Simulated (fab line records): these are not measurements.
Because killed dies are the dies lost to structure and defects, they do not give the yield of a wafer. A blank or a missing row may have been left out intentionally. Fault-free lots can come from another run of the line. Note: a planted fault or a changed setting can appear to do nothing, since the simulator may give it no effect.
Struck lot and sound lot, side by side ; flow nand_harc ; 28 steps out of a route of 1302
Sound: these wafers, L267.2, L267.4, L267.5. The struck wafers were L272.1, L272.4, L272.5. The cause comes at the end.
Order at every step that has rows: each side's tool, ch and its chambers, its first start. Under that, the readings that differ: sound wafers ; struck wafers ; difference of the means ; sigmas: that difference in standard deviations of wafers without a fault.
alike: same words and numbers on both sides, and readings whose means sit less than 2 such deviations apart. not compared: any withheld reading, any reading some wafer has no value for, any bound like >300 that may hide the same value, and any number with overlapping values for which the record gives no deviation.
Wherever a step has rows on one side only, a row that says differs or no value, or a row with sigmas, the two part there. Non-overlapping numbers with no deviation appear without sigmas and do not part them. Lack of a reading on every wafer of one side parts them only where that side has two or more wafers.

first, 1 step without rows for these wafers: NHARC_P_ZERO_WELL_HARDBAKE_53 (time 80 s).
NHARC_P_ZERO_WELL_DESCUM_54: chemistry O2, time 3 s.
  sound on rie_diel-11 ch 1,3, day 5 19:56; struck on rie_diel-11 ch 0,1,3, day 7 21:51
  alike: drypump_motor_current_A, oes_product_au, rf_vpp_V, showerhead_plenum_p_Torr, throttle_valve_pct
  not compared: rf_hours_counter_h
then, 5 steps without rows for these wafers: NHARC_P_ZERO_WELL_IMPLANT_55; NHARC_P_ZERO_WELL_IMPLANT_61; NHARC_P_ZERO_WELL_STRIP_56 (strips in SPM, time 840 s); NHARC_P_ZERO_WELL_PRECLEAN_68 (cleans in SC1, time 60 s); NHARC_P_ZERO_WELL_SRD_69.
NHARC_P_ZERO_WELL_RTA_42: time 300 s.
  sound on rtp_anneal-02 ch 0, day 5 21:01; struck on rtp_anneal-01 ch 0, day 7 22:50
reading;sound;struck;difference;sigmas
lamp_power_pct (%);36 36 36;44 44 44;+8;+2
  alike: wafer_temp_C_max
NHARC_P_ZERO_WELL_INSPECT_43:
  sound on defect_inspect-02, day 5 21:35; struck on defect_inspect-02, day 7 23:31
  alike: raw_defect_count
then, 3 steps without rows for these wafers: NHARC_P_STI_ETCH_26 (etches SiO2 in dHF, target depth 11 nm); NHARC_P_STI_PRECLEAN_27 (cleans in SC1); NHARC_P_STI_SRD_28.
NHARC_P_STI_OXIDE_29: material SiO2, target thk 10 nm, ox time 1362 s.
  sound on furnace-06 ch 0, day 6 05:41; struck on furnace-06 ch 0, day 8 03:28
  alike: spike_tc_centre_C, zone_power_bottom_pct
then, 10 steps without rows for these wafers: NHARC_P_STI_HM_DEP_30 (deposits Si3N4, target thk 80 nm, time 873 s); NHARC_P_STI_DEHYDRATE_01 (time 120 s); NHARC_P_STI_HMDS_02 (time 30 s); NHARC_P_STI_COAT_41 (time 65 s); NHARC_P_STI_COAT_03 (resist thk 600 nm); NHARC_P_STI_SOFTBAKE_04 (time 70 s); NHARC_P_STI_EBR_05; NHARC_P_STI_EXPOSE_06 (exposes mask P STI, target cd 200 nm); NHARC_P_STI_PEB_07 (peb time 80 s); NHARC_P_STI_DEVELOP_08 (time 50 s).
NHARC_P_STI_CD_MEAS_09 targets a cd of 200 nm.
  sound on cd_sem-03 ch 0, day 6 17:02; struck on cd_sem-02 ch 0, day 8 14:44
  alike: cd_nm
NHARC_P_STI_OVL_MEAS_10:
  sound on overlay-01, day 6 17:07; struck on overlay-01, day 8 14:50
  alike: overlay_x_nm, overlay_y_nm
NHARC_P_STI_INSPECT_11:
  sound on defect_inspect-02, day 6 17:09; struck on defect_inspect-02, day 8 14:53
reading;sound;struck;difference;sigmas
raw_defect_count;4 5 4;555 517 535;+531;+99 or more
then, 1 step without rows for these wafers: NHARC_P_STI_HARDBAKE_13 (time 65 s).
-- break in the record here, with 22 days between the starts of the struck wafers on either side (left off in module P_STI, picked up again in module END, where the first step shown is number 1302 on the route) --
NHARC_END_SORT_01:
  sound on prober-01 ch 0, day 29 16:41; struck on prober-02 ch 0, day 30 07:38
reading;sound;struck;difference;sigmas
killed_at_periphery;0 3 4;361 343 345;+347;+99 or more
killed_dies;22 16 25;399 389 391;+372;+18
  alike: killed_at_array, killed_at_other, killed_open, killed_short

## WHERE THEY PART
First at NHARC_P_ZERO_WELL_RTA_42; last, within this record, at NHARC_END_SORT_01.

WHY: whatever the simulator had introduced
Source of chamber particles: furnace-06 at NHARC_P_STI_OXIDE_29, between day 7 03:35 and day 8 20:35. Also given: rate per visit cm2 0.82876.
